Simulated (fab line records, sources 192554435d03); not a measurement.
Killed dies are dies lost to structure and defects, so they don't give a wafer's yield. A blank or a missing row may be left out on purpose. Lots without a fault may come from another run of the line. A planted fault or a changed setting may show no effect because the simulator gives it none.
fab line records | flow n5_finfet
record lots=7 wafers=21
route steps=1938 shown BEOL_M0_SAQP@637 BEOL_M1@783 BEOL_M2@846
start_h: hours from the record's first day to the start of the lot's first wafer shown | wait_h: hours since the lot's step before | " the same as in the row above | L1.1+2: a row that stands for several wafers | - no value, or no start given | * or withheld: withheld | < > ~ a bound
route shown NAME@n: a module of which the file shows steps, and the number in the route of the first | usual: mean/standard deviation of fault-free wafers | same: alike in all rows | chamber/n: place in a boat | sites: the reading at each site | _std_site: their standard deviation | _edge_site: outer sites' mean less inner sites' | radius_mm: how far each site lies from the wafer's centre | mask NAME#n: copy n | behind: the tool/chamber that last shaped the wafer | hold: why the lot was held/for how many hours/how that ended | device: the transistor (n, p or np) that didn't switch | end of line: the same wafers' tests at the end of the route | a step without rows: its recipe alone | killed: dies lost to structure and defects at the first sort, not the wafer's yield | map: a wafer's dies, x killed, . not, _ none there
set.NAME: the setting as run; set.NAME@STEP: as run at that earlier step | model.NAME: the simulator's own value behind a step, which no gauge read
lots whose settings were changed on purpose; a table a step, a row a wafer
## steps
# step N5_BEOL_M0_SAQP_PECVD_97
# recipe material=SiNx target_thk_a=230 temp_c=350 precursor=SiH4/NH3/N2 pressure_torr=1.5 rf_w=300 time_s=19.9
# columns lot.wafer tool chamber start_h wait_h set.time_s model.SiNx_of_BEOL_M0_SAQP_PECVD_97.thk_nm
L077.3+4 pecvd-01 0,1 127.67 0.0 17.5 20.4
L077.5 " 2 " " 19.9 23.2
L079.3 pecvd-03 0 133.40 0.0 17.67 20.4
L079.5 " 2 " " 17.67 20.8
L079.6 " 0 " " 19.9 23.2
L082.4+5 pecvd-04 2,0 157.72 0.0 19.9 22.8
L082.6 " 1 " " 19.9 23
L091.3 pecvd-01 0 206.15 0.0 21.92 25.4
L091.4 " 1 " " 19.9 23
L091.5 " 0 " " 21.92 25
L093.1 pecvd-04 0 223.95 0.0 21 24.2
L093.2 " 1 " " 19.9 22.8
L093.4 " 1 " " 19.9 23.2
L094.2 pecvd-04 1 229.98 0.0 19.9 22.8
L094.4 " 2 " " 19.9 23
L094.6 " 1 " " 19.9 23.2
L095.2 pecvd-03 1 235.65 0.0 21.79 25.2
L095.5 " 1 " " 21.79 25.4
L095.6 " 0 " " 19.9 23.4
# step N5_BEOL_M0_SAQP_COAT_82
# recipe resist=SiARC temp_c=220 time_s=60 spin_rpm=1500 resist_thk_nm=30
# columns lot.wafer tool chamber start_h wait_h set.time_s
L077.3+4+5 litho_track-04 0 - - 60
L079.3+6 litho_track-05 0 - - 60
L079.5 " 0 " " 48.57
L082.4+5+6 litho_track-01 0 - - 60
L091.3+4 litho_track-05 0 - - 60
L091.5 " 0 " " 68.98
L093.1+2 litho_track-04 0 - - 60
L093.4 " 0 " " 67.7
L094.2+4+6 litho_track-01 0 - - 60
L095.2+5+6 litho_track-04 0 - - 60
# step N5_BEOL_M0_SAQP_COAT_08
# recipe resist=CAR-ArF spin_rpm=1500 resist_thk_nm=90
# step N5_BEOL_M0_SAQP_EBR_10
# recipe solvent=PGMEA ebr_width_mm=1.5
# step N5_BEOL_M0_SAQP_HM_OPEN_112
# recipe chemistry=CHF3/O2 target=SiO2 stop_on=a-Si target_depth_a=120 over_etch_frac=1.25 mask_material=SOC time_s=13.5 pressure_mtorr=30 source_w=650 bias_w=170 Ar_flow_sccm=200 CHF3_flow_sccm=50 O2_flow_sccm=5 ion_energy_ev=200 ends=end_point
# step N5_BEOL_M0_SAQP_STRIP_113
# recipe chemistry=CHF3/O2 resist=SiARC rf_frequency_hz=6e+07
# step N5_BEOL_M0_SAQP_MANDREL_ETCH_20
# recipe target_depth_a=600 chemistry=HBr/Cl2 target=a-Si stop_on=SiNx bt_time_s=10 mask_material=SOC over_etch_frac=0.5 time_s=30 pressure_mtorr=10 icp_w=800 bias_w=75 HBr_flow_sccm=150 Cl2_flow_sccm=80 ends=end_point
# columns lot.wafer tool chamber start_h wait_h set.time_s@BEOL_M0_SAQP_PECVD_97 model.SiNx_of_BEOL_M0_SAQP_PECVD_97.thk_nm
L077.3+4 rie_si-06 0,1 128.67 0.0 17.5 15.6
L077.5 " 2 " " 19.9 18.4
L079.3 rie_si-02 3 134.64 0.0 17.67 15.6
L079.5 " 3 " " 17.67 16.2
L079.6 " 2 " " 19.9 18.6
L082.4+5+6 rie_si-06 3,0,3 158.68 0.0 19.9 18
L091.3 rie_si-06 3 207.07 0.0 21.92 20.6
L091.4 " 2 " " 19.9 18.2
L091.5 " 1 " " 21.92 20.2
L093.1 rie_si-02 1 224.95 0.0 21 19.4
L093.2 " 0 " " 19.9 18
L093.4 " 3 " " 19.9 18.6
L094.2 rie_si-02 1 231.04 0.0 19.9 18.2
L094.4 " 2 " " 19.9 18.4
L094.6 " 0 " " 19.9 18.6
L095.2 rie_si-02 0 237.24 0.0 21.79 20.4
L095.5 " 3 " " 21.79 20.8
L095.6 " 0 " " 19.9 18.6
# step N5_BEOL_M0_SAQP_COAT_72
# recipe resist=SiARC temp_c=220 time_s=60 spin_rpm=1500 resist_thk_nm=15
# columns lot.wafer tool chamber start_h wait_h set.spin_rpm model.SiARC_of_BEOL_M0_SAQP_COAT_72.thk_nm
L077.3+5 litho_track-04 0 - - 1645 14.4
L077.4 " 0 " " 1500 15
L079.3+5 litho_track-01 0 - - 1500 15
L079.6 " 0 " " 1609 14.4
L082.4+5+6 litho_track-01 0 - - 1500 15
L091.3+4 litho_track-05 0 - - 1500 15
L091.5 " 0 " " 1600 14.6
L093.1+2+4 litho_track-01 0 - - 1500 15
L094.2+4+6 litho_track-01 0 - - 1500 15
L095.2+5+6 litho_track-04 0 - - 1500 15
# step N5_BEOL_M0_SAQP_EXPOSE_37
# recipe mask_id=M0_CUT1 na=0.33 source_shape=annular sigma_inner=0.35 sigma_outer=0.8 polarization=unpolarized target_cd_nm=30 dose_mj=44.75
# columns lot.wafer tool chamber start_h wait_h mask set.dose_mj
L077.3+5 euv_scanner-02 0 132.24 - M0_CUT1#0 42.84
L077.4 " 0 " " M0_CUT1#0 44.75
L079.3 euv_scanner-01 0 138.16 - M0_CUT1#0 45.65
L079.5+6 " 0 " " M0_CUT1#0 44.75
L082.4+5+6 euv_scanner-01 0 163.12 - M0_CUT1#0 44.75
L091.3 euv_scanner-02 0 210.54 - M0_CUT1#0 41.6
L091.4+5 " 0 " " M0_CUT1#0 44.75
L093.1+2 euv_scanner-01 0 229.06 - M0_CUT1#0 44.75
L093.4 " 0 " " M0_CUT1#0 47.05
L094.2+6 euv_scanner-01 0 234.37 - M0_CUT1#0 44.75
L094.4 " 0 " " M0_CUT1#0 46.43
L095.2+6 euv_scanner-01 0 241.38 - M0_CUT1#0 44.75
L095.5 " 0 " " M0_CUT1#0 41.56
# step N5_BEOL_M0_SAQP_PEB_38
# recipe peb_temp_c=100 peb_time_s=60 resist=CAR-EUV
# step N5_BEOL_M0_SAQP_DEVELOP_39
# recipe develop_time_s=30 developer=TMAH resist=CAR-EUV rinse_liquid=surfactant_rinse dry=air_spin dev_temp_c=23
# step N5_BEOL_M0_SAQP_CD_MEAS_40
# recipe target_cd_nm=30 landing_energy_ev=500 detector=se_inlens
# usual cd_nm=30.00/0.25
# columns lot.wafer tool chamber start_h wait_h set.dose_mj@BEOL_M0_SAQP_EXPOSE_37 cd_nm
L077.3 cd_sem-02 0 132.36 - 42.84 28.64
L077.4 " 0 " " 44.75 30.08
L077.5 " 0 " " 42.84 29.16
L079.3 cd_sem-02 0 138.28 - 45.65 30.88
L079.5 " 0 " " 44.75 30.15
L079.6 " 0 " " 44.75 30.33
L082.4 cd_sem-01 0 163.24 - 44.75 29.88
L082.5 " 0 " " 44.75 30.06
L082.6 " 0 " " 44.75 29.94
L091.3 cd_sem-01 0 210.66 - 41.6 28.33
L091.4 " 0 " " 44.75 30.38
L091.5 " 0 " " 44.75 29.90
L093.1 cd_sem-02 0 229.20 - 44.75 30.45
L093.2 " 0 " " 44.75 29.99
L093.4 " 0 " " 47.05 31.34
L094.2 cd_sem-02 0 234.49 - 44.75 30.06
L094.4 " 0 " " 46.43 30.82
L094.6 " 0 " " 44.75 30.14
L095.2 cd_sem-02 0 241.51 - 44.75 29.99
L095.5 " 0 " " 41.56 28.34
L095.6 " 0 " " 44.75 29.87
# step N5_BEOL_M0_SAQP_DESCUM_45
# recipe chemistry=O2 time_s=7 source_power_w=50 bias_power_w=20 pressure_mtorr=20 rf_frequency_hz=2.712e+07 temp_c=40 resist=CAR-EUV o2_flow_sccm=225
# columns lot.wafer tool chamber start_h wait_h set.dose_mj@BEOL_M0_SAQP_EXPOSE_37 model.BEOL_M0_SAQP.cd_nm
L077.3 rie_diel-03 1 132.69 0.2 42.84 28.8
L077.4 " 0 " " 44.75 29.8
L077.5 " 0 " " 42.84 29
L079.3 rie_diel-01 1 138.40 0.0 45.65 30.6
L079.5 " 2 " " 44.75 30
L079.6 " 3 " " 44.75 30.2
L082.4 rie_diel-03 1 163.49 0.2 44.75 30
L082.5+6 " 1,2 " " 44.75 30.2
L091.3 rie_diel-04 1 211.65 0.9 41.6 28.4
L091.4 " 2 " " 44.75 30
L091.5 " 0 " " 44.75 29.8
L093.1+2 rie_diel-01 2,3 230.12 0.8 44.75 30
L093.4 " 1 " " 47.05 31.2
L094.2+6 rie_diel-01 2,0 235.32 0.7 44.75 30.2
L094.4 " 3 " " 46.43 30.8
L095.2 rie_diel-03 1 241.63 0.0 44.75 29.8
L095.5 " 3 " " 41.56 28.4
L095.6 " 0 " " 44.75 30.2
# step N5_BEOL_M0_SAQP_ETCH_88
# recipe chemistry=N2/H2 target=underlayer target_depth_a=65 time_s=5.2 ion_energy_ev=200 mask_material=CAR-EUV pressure_mtorr=30 source_w=840 bias_w=150 n2_flow_sccm=200 h2_flow_sccm=200 ends=cleared
# columns lot.wafer tool chamber start_h wait_h set.dose_mj@BEOL_M0_SAQP_EXPOSE_37 model.BEOL_M0_SAQP.cd_nm
L077.3 rie_diel-03 1 132.73 0.0 42.84 28.8
L077.4 " 0 " " 44.75 29.8
L077.5 " 0 " " 42.84 29
L079.3 rie_diel-01 1 138.44 0.0 45.65 30.6
L079.5+6 " 2,3 " " 44.75 30.2
L082.4+5+6 rie_diel-03 1,1,2 163.53 0.0 44.75 30.2
L091.3 rie_diel-04 1 211.68 0.0 41.6 28.2
L091.4 " 2 " " 44.75 30
L091.5 " 0 " " 44.75 29.8
L093.1+2 rie_diel-01 2,3 230.15 0.0 44.75 30
L093.4 " 1 " " 47.05 31.2
L094.2+6 rie_diel-01 2,0 235.35 0.0 44.75 30.2
L094.4 " 3 " " 46.43 30.8
L095.2 rie_diel-03 1 241.66 0.0 44.75 29.8
L095.5 " 3 " " 41.56 28.6
L095.6 " 0 " " 44.75 30.2
# step N5_BEOL_M0_SAQP_ETCH_73
# recipe chemistry=CF4 target=SiARC target_depth_a=195 mask_material=CAR-EUV time_s=32.5 ion_energy_ev=80 pressure_mtorr=40 source_w=545 bias_w=36 Ar_flow_sccm=100 cf4_flow_sccm=100 ends=cleared
# columns lot.wafer tool chamber start_h wait_h set.spin_rpm@BEOL_M0_SAQP_COAT_72 set.dose_mj@BEOL_M0_SAQP_EXPOSE_37 model.BEOL_M0_SAQP.cd_nm model.etch.depth_nm
L077.3 rie_diel-03 1 132.75 0.0 1645 42.84 28.8 14.35
L077.4 " 0 " " 1500 44.75 29.8 14.97
L077.5 " 0 " " 1645 42.84 29 14.3
L079.3 rie_diel-01 1 138.46 0.0 1500 45.65 30.6 14.93
L079.5 " 2 " " 1500 44.75 30 14.91
L079.6 " 3 " " 1609 44.75 30.2 14.41
L082.4 rie_diel-03 1 163.54 0.0 1500 44.75 30.2 14.98
L082.5 " 1 " " 1500 44.75 30.2 15.01
L082.6 " 2 " " 1500 44.75 30.2 14.99
L091.3 rie_diel-04 1 211.70 0.0 1500 41.6 28.2 14.98
L091.4 " 2 " " 1500 44.75 30 15.03
L091.5 " 0 " " 1600 44.75 29.8 14.52
L093.1+2 rie_diel-01 2,3 230.17 0.0 1500 44.75 30 14.98
L093.4 " 1 " " 1500 47.05 31.2 14.97
L094.2 rie_diel-01 2 235.37 0.0 1500 44.75 30.2 14.95
L094.4 " 3 " " 1500 46.43 30.8 14.98
L094.6 " 0 " " 1500 44.75 30.2 14.94
L095.2 rie_diel-03 1 241.68 0.0 1500 44.75 29.8 15.01
L095.5 " 3 " " 1500 41.56 28.4 15.01
L095.6 " 0 " " 1500 44.75 30.2 15.02
# step N5_BEOL_M1_EXPOSE_25
# recipe mask_id=V0 na=0.33 source_shape=quasar sigma_inner=0.2 sigma_outer=0.8 polarization=unpolarized defocus_nm=5 target_cd_nm=24 dose_mj=63
# columns lot.wafer tool chamber start_h wait_h mask set.dose_mj
L077.3 euv_scanner-02 0 141.71 - V0#0 63
L077.4+5 " 0 " " V0#0 66.77
L079.3 euv_scanner-02 0 152.33 - V0#0 63
L079.5+6 " 0 " " V0#0 59.43
L082.4+5+6 euv_scanner-02 0 172.71 - V0#0 63
L091.3+4+5 euv_scanner-02 0 220.42 - V0#0 63
L093.1 euv_scanner-01 0 243.59 - V0#0 60.85
L093.2+4 " 0 " " V0#0 63
L095.2+6 euv_scanner-01 0 253.13 - V0#0 65.85
L095.5 " 0 " " V0#0 63
L094.2+4 euv_scanner-01 0 253.38 - V0#0 63
L094.6 " 0 " " V0#0 58.56
# step N5_BEOL_M1_PEB_26
# recipe peb_temp_c=100 peb_time_s=60 resist=CAR-EUV
# step N5_BEOL_M1_DEVELOP_27
# recipe develop_time_s=30 developer=TMAH resist=CAR-EUV rinse_liquid=surfactant_rinse dry=air_spin dev_temp_c=23
# step N5_BEOL_M1_CD_MEAS_28
# recipe landing_energy_ev=500 detector=se_inlens target_cd_y_nm=23.3
# usual cd_nm=23.92/0.22
# columns lot.wafer tool chamber start_h wait_h set.dose_mj@BEOL_M1_EXPOSE_25 cd_nm
L077.3 cd_sem-03 0 141.84 - 63 23.56
L077.4 " 0 " " 66.77 24.90
L077.5 " 0 " " 66.77 24.93
L079.3 cd_sem-01 0 152.46 - 63 23.71
L079.5 " 0 " " 59.43 22.51
L079.6 " 0 " " 59.43 22.74
L082.4 cd_sem-01 0 172.83 - 63 23.86
L082.5 " 0 " " 63 23.91
L082.6 " 0 " " 63 23.76
L091.3 cd_sem-01 0 220.55 - 63 23.79
L091.4 " 0 " " 63 23.90
L091.5 " 0 " " 63 23.94
L093.1 cd_sem-02 0 243.74 - 60.85 23.31
L093.2 " 0 " " 63 23.98
L093.4 " 0 " " 63 23.77
L095.2 cd_sem-01 0 253.26 - 65.85 24.62
L095.5 " 0 " " 63 23.83
L095.6 " 0 " " 65.85 25.17
L094.2 cd_sem-03 0 253.52 - 63 23.78
L094.4 " 0 " " 63 23.80
L094.6 " 0 " " 58.56 22.34
# step N5_BEOL_M1_STRIP_71
# recipe chemistry=N2/H2 temp_c=40 n2_flow_sccm=200 h2_flow_sccm=200 rf_frequency_hz=6e+07
# step N5_BEOL_M1_STRIP_78
# recipe chemistry=N2/H2 temp_c=40 n2_flow_sccm=200 h2_flow_sccm=200 rf_frequency_hz=6e+07
# step N5_BEOL_M1_VIA_ETCH_34
# recipe chemistry=C4F6/O2 target_depth_a=678 mask_material=SOC pressure_mtorr=15 ion_energy_ev=250 taper_deg=4 time_s=64.4 source_w=350 bias_w=170 Ar_flow_sccm=300 C4F6_flow_sccm=10 O2_flow_sccm=10
# columns lot.wafer tool chamber start_h wait_h set.dose_mj@BEOL_M1_EXPOSE_25 model.BEOL_M1.cd_nm
L077.3 rie_diel-03 3 146.19 0.0 63 17.8
L077.4+5 " 2 " " 66.77 19
L079.3 rie_diel-04 1 153.96 0.0 63 18
L079.5 " 0 " " 59.43 17
L079.6 " 3 " " 59.43 16.6
L082.4 rie_diel-03 0 174.35 0.0 63 17.4
L082.5 " 1 " " 63 18
L082.6 " 0 " " 63 17.6
L091.3+4 rie_diel-01 1,3 224.02 0.0 63 17.8
L091.5 " 1 " " 63 18.2
L093.1 rie_diel-01 3 245.94 0.0 60.85 17.4
L093.2+4 " 1,2 " " 63 18
L095.2 rie_diel-04 2 254.47 0.0 65.85 18.8
L095.5 " 3 " " 63 18.2
L095.6 " 1 " " 65.85 18.6
L094.2 rie_diel-01 0 254.56 0.0 63 17.6
L094.4 " 3 " " 63 17.8
L094.6 " 3 " " 58.56 16.4
# step N5_BEOL_M2_COAT_62
# recipe resist=SiARC temp_c=220 time_s=60 spin_rpm=1500 resist_thk_nm=12
# columns lot.wafer tool chamber start_h wait_h set.spin_rpm model.SiARC_of_BEOL_M2_COAT_62.thk_nm
L077.3+4+5 litho_track-01 0 - - 1544 11.8
L079.3+5+6 litho_track-01 0 - - 1500 12
L082.4+5+6 litho_track-03 0 - - 1500 12
L091.3+4 litho_track-03 0 - - 1612 11.6
L091.5 " 0 " " 1500 12
L093.1+4 litho_track-04 0 - - 1500 12
L093.2 " 0 " " 1666 11.4
L095.2+5 litho_track-04 0 - - 1559 11.8
L095.6 " 0 " " 1500 12
L094.2+4+6 litho_track-03 0 - - 1610 11.6
# step N5_BEOL_M2_COAT_73
# recipe resist=underlayer temp_c=205 time_s=60 spin_rpm=1500 resist_thk_nm=5
# step N5_BEOL_M2_COAT_05
# recipe resist=CAR-EUV spin_rpm=1500 resist_thk_nm=30
# step N5_BEOL_M2_DESCUM_16
# recipe chemistry=O2 time_s=7 source_power_w=50 bias_power_w=20 pressure_mtorr=20 rf_frequency_hz=2.712e+07 temp_c=40 resist=CAR-EUV o2_flow_sccm=225
# step N5_BEOL_M2_ETCH_74
# recipe chemistry=N2/H2 target=underlayer target_depth_a=65 mask_material=CAR-EUV time_s=5.2 ion_energy_ev=200 pressure_mtorr=30 source_w=840 bias_w=150 n2_flow_sccm=200 h2_flow_sccm=200 ends=cleared
# step N5_BEOL_M2_ETCH_63
# recipe chemistry=CF4 target=SiARC target_depth_a=156 mask_material=CAR-EUV time_s=26 ion_energy_ev=80 pressure_mtorr=40 source_w=545 bias_w=36 Ar_flow_sccm=100 cf4_flow_sccm=100 ends=cleared
# columns lot.wafer tool chamber start_h wait_h set.spin_rpm@BEOL_M2_COAT_62 model.etch.depth_nm
L077.3 rie_diel-06 2 154.73 0.0 1544 11.77
L077.4+5 " 2,1 " " 1544 11.79
L079.3 rie_diel-05 3 160.25 0.0 1500 11.96
L079.5 " 3 " " 1500 11.93
L079.6 " 1 " " 1500 11.97
L082.4 rie_diel-05 1 183.31 0.0 1500 12.03
L082.5+6 " 1,0 " " 1500 12
L091.3 rie_diel-02 2 230.26 0.0 1612 11.54
L091.4 " 1 " " 1612 11.55
L091.5 " 3 " " 1500 12
L093.1 rie_diel-06 0 252.34 0.0 1500 12.04
L093.2 " 3 " " 1666 11.41
L093.4 " 2 " " 1500 12
L095.2 rie_diel-05 1 261.35 0.0 1559 11.82
L095.5 " 0 " " 1559 11.79
L095.6 " 2 " " 1500 11.99
L094.2 rie_diel-05 0 261.58 0.0 1610 11.61
L094.4 " 2 " " 1610 11.66
L094.6 " 1 " " 1610 11.62
# step N5_BEOL_M2_ETCH_64
# recipe chemistry=N2/H2 target=SOC target_depth_a=750 overetch_a=225 mask_material=SiARC temp_c=40 time_s=121.9 ion_energy_ev=200 pressure_mtorr=30 source_w=840 bias_w=150 n2_flow_sccm=200 h2_flow_sccm=200
# columns lot.wafer tool chamber start_h wait_h set.spin_rpm@BEOL_M2_COAT_62 model.SiARC_of_BEOL_M2_COAT_62.thk_nm
L077.3+4+5 rie_diel-06 2,2,1 154.75 0.0 1544 6
L079.3+5 rie_diel-05 3 160.33 0.1 1500 6.4
L079.6 " 1 " " 1500 6.2
L082.4+5+6 rie_diel-05 1,1,0 183.34 0.0 1500 6.2
L091.3+4 rie_diel-02 2,1 230.29 0.0 1612 5.8
L091.5 " 3 " " 1500 6.2
L093.1+4 rie_diel-06 0,2 252.37 0.0 1500 6.4
L093.2 " 3 " " 1666 5.8
L095.2 rie_diel-05 1 261.38 0.0 1559 6.2
L095.5 " 0 " " 1559 6
L095.6 " 2 " " 1500 6.2
L094.2 rie_diel-05 0 261.61 0.0 1610 5.8
L094.4+6 " 2,1 " " 1610 6
# step N5_BEOL_M2_COAT_67
# recipe resist=SOC temp_c=250 time_s=60 spin_rpm=1500 resist_thk_nm=60
# columns lot.wafer tool chamber start_h wait_h set.spin_rpm model.SOC_of_BEOL_M2_COAT_67.thk_nm
L077.3+4 litho_track-04 0 155.15 0.0 1500 60
L077.5 " 0 " " 1500 59.8
L079.3 litho_track-03 0 160.74 0.0 1500 60
L079.5 " 0 " " 1500 60.2
L079.6 " 0 " " 1656 57.2
L082.4+5+6 litho_track-03 0 183.73 0.0 1500 60.2
L091.3 litho_track-04 0 230.72 0.0 1500 59.8
L091.4 " 0 " " 1500 59.6
L091.5 " 0 " " 1500 60
L093.1+2+4 litho_track-03 0 252.76 0.0 1500 60.2
L095.2+6 litho_track-03 0 261.87 0.0 1500 60.2
L095.5 " 0 " " 1386 62.6
L094.2+4+6 litho_track-01 0 262.10 0.0 1500 60.2
## key
split step=N5_BEOL_M0_SAQP_PECVD_97 setting=time_s stated=19.9 by=wafer
response step=N5_BEOL_M0_SAQP_PECVD_97 reading=model.SiNx_of_BEOL_M0_SAQP_PECVD_97.thk_nm change=+0.222 per=1% r=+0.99
response step=N5_BEOL_M0_SAQP_MANDREL_ETCH_20 reading=model.SiNx_of_BEOL_M0_SAQP_PECVD_97.thk_nm change=+0.225 per=1% r=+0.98
split step=N5_BEOL_M0_SAQP_COAT_82 setting=time_s stated=60 by=wafer
response none clear
split step=N5_BEOL_M0_SAQP_COAT_72 setting=spin_rpm stated=1500 by=wafer
response step=N5_BEOL_M0_SAQP_COAT_72 reading=model.SiARC_of_BEOL_M0_SAQP_COAT_72.thk_nm change=-0.0673 per=1% r=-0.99
response step=N5_BEOL_M0_SAQP_ETCH_73 reading=model.etch.depth_nm change=-0.069 per=1% r=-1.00
split step=N5_BEOL_M0_SAQP_EXPOSE_37 setting=dose_mj stated=44.75 by=wafer
response step=N5_BEOL_M0_SAQP_CD_MEAS_40 reading=cd_nm change=+0.239 per=1% r=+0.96
response step=N5_BEOL_M0_SAQP_DESCUM_45 reading=model.BEOL_M0_SAQP.cd_nm change=+0.216 per=1% r=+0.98
response step=N5_BEOL_M0_SAQP_ETCH_88 reading=model.BEOL_M0_SAQP.cd_nm change=+0.215 per=1% r=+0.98
response step=N5_BEOL_M0_SAQP_ETCH_73 reading=model.BEOL_M0_SAQP.cd_nm change=+0.225 per=1% r=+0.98
split step=N5_BEOL_M1_EXPOSE_25 setting=dose_mj stated=63 by=wafer
response step=N5_BEOL_M1_CD_MEAS_28 reading=cd_nm change=+0.209 per=1% r=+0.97
response step=N5_BEOL_M1_VIA_ETCH_34 reading=model.BEOL_M1.cd_nm change=+0.183 per=1% r=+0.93
split step=N5_BEOL_M2_COAT_62 setting=spin_rpm stated=1500 by=wafer
response step=N5_BEOL_M2_COAT_62 reading=model.SiARC_of_BEOL_M2_COAT_62.thk_nm change=-0.0538 per=1% r=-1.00
response step=N5_BEOL_M2_ETCH_63 reading=model.etch.depth_nm change=-0.0558 per=1% r=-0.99
response step=N5_BEOL_M2_ETCH_64 reading=model.SiARC_of_BEOL_M2_COAT_62.thk_nm change=-0.0517 per=1% r=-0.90
split step=N5_BEOL_M2_COAT_67 setting=spin_rpm stated=1500 by=wafer
response step=N5_BEOL_M2_COAT_67 reading=model.SOC_of_BEOL_M2_COAT_67.thk_nm change=-0.292 per=1% r=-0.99
